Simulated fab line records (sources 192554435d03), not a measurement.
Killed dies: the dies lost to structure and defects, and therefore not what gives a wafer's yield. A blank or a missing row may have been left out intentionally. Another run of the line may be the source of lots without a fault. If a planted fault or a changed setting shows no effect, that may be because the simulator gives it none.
Split-lot experiment	flow n5Finfet	on a route of 1938 steps: 7 lots, 21 wafers read

THE SPLIT
At N5_SD_EPI_N_EXPOSE_06 (exposes mask SD N BLK, target cd 120 nm), the setting doseMj was moved away from the recipe's 39.75 on 7 of the 21 wafers read, by -7.4% to +5.2%. The other wafers ran this setting at the recipe's value.

FROM THE SPLIT TO THE READING: what the file shows between them, 2 steps
- N5_SD_EPI_N_PEB_07: peb time 60 s
- N5_SD_EPI_N_DEVELOP_08: develop time 30 s

THE READING
cdNm (nm) at N5_SD_EPI_N_CD_MEAS_09, where the cd target is 120 nm. On this fab line, fault-free wafers typically give 120.0 nm with a standard deviation of 0.61 nm.

wafer	tool, chamber at the split	doseMj as run	against the recipe	cdNm, nm	against lot-mates on the recipe
L076.2	arfiScanner-03, 0	39.75	recipe	118.9	-
L076.4	arfiScanner-03, 0	39.75	recipe	118.8	-
L076.6	arfiScanner-03, 0	39.75	recipe	118.7	-
L078.1	arfiScanner-02, 0	39.75	recipe	119.4	-
L078.3	arfiScanner-02, 0	39.75	recipe	119.8	-
L078.6	arfiScanner-02, 0	39.75	recipe	120.0	-
L079.2	arfiScanner-01, 0	36.8	-7.4%	115.3	-5.4
L079.5	arfiScanner-01, 0	39.75	recipe	121.1	-
L079.6	arfiScanner-01, 0	39.75	recipe	120.2	-
L083.3	arfiScanner-03, 0	39.75	recipe	119.0	-
L083.5	arfiScanner-03, 0	39.75	recipe	118.6	-
L083.6	arfiScanner-03, 0	39.75	recipe	118.0	-
L086.1	arfiScanner-03, 0	39.75	recipe	120.5	-
L086.5	arfiScanner-03, 0	41.83	+5.2%	125.0	+4.5
L086.6	arfiScanner-03, 0	41.83	+5.2%	124.4	+3.9
L094.2	arfiScanner-02, 0	38.73	-2.6%	118.6	no lot-mate on the recipe
L094.3	arfiScanner-02, 0	38.73	-2.6%	117.3	no lot-mate on the recipe
L094.6	arfiScanner-02, 0	38.73	-2.6%	117.8	no lot-mate on the recipe
L096.2	arfiScanner-01, 0	39.75	recipe	119.8	-
L096.5	arfiScanner-01, 0	37.62	-5.4%	115.9	-3.8
L096.6	arfiScanner-01, 0	39.75	recipe	119.5	-

THE FIT
A straight line over all 21 wafers: cdNm changes by +0.754 nm for each +1% of doseMj; r = +0.92; the points scatter about the line by 0.89 nm.
The same after taking each lot's own level away (the mean of its wafers on the recipe; 18 wafers): +0.75 nm for each +1%; r = +0.99; scatter 0.31 nm.
According to that fit, moving doseMj by its largest amount changes the reading by 5.6 nm.
The span of the lots' own levels, 118.53 to 120.65 nm, comes to 3.5 times the standard deviation stated above.
So the lot-to-lot level changes the slope little: the two slopes agree.
Check: with one of the wafers moved furthest among these (-7.4%) left out of the fit, the line predicts -5.63 nm for it against its lot-mates. It came out at -5.35 nm against them.

THE OTHER SPLITS THESE WAFERS WENT THROUGH
These wafers also went through other splits before the reading. Each is held against what the fit with the lots' levels taken away leaves over:
other split on the same wafers	wafers away from the commonest value	r with cdNm (lot level and that fit taken away)
N5_ZERO_LAYER_ETCH_18 icpW	5	+0.25
N5_FIN_CUT_COAT_19 spinRpm	8	+0.10
N5_FIN_CUT_EXPOSE_05 doseMj	6	+0.12
N5_DUMMY_GATE_ETCH_44 targetDepthA	6	+0.21

THE WHOLE CHAIN: every reading that the file lists as answering this split, in the file's order
step	what it does	reading	change (the file's fit)	r (the file's)
N5_SD_EPI_N_CD_MEAS_09	target cd 120 nm	cdNm	+0.739 nm for each +1% of the setting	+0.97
N5_SD_EPI_N_DESCUM_14	chemistry O2, time 7.9 s	SD_EPI_N.cdNm (the simulator's own value, which no gauge read)	+0.745 nm for each +1% of the setting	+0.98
N5_SD_EPI_N_ETCH_34	etches SiARC in CF4, target depth 45.5 nm, time 75.8 s	SD_EPI_N.cdNm (the simulator's own value, which no gauge read)	+0.766 nm for each +1% of the setting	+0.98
N5_SD_EPI_N_ETCH_35	etches SOC in N2/H2, overetch 108 nm, time 486 s	SD_EPI_N.cdNm (the simulator's own value, which no gauge read)	+0.705 nm for each +1% of the setting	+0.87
N5_SD_EPI_N_ETCH_16	etches SiO2 in CHF3/O2, target depth 5 nm	SD_EPI_N.cdNm (the simulator's own value, which no gauge read)	+0.71 nm for each +1% of the setting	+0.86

THE FILE'S OWN FIT
cdNm changes by +0.739 nm for each +1% of doseMj, r = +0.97.
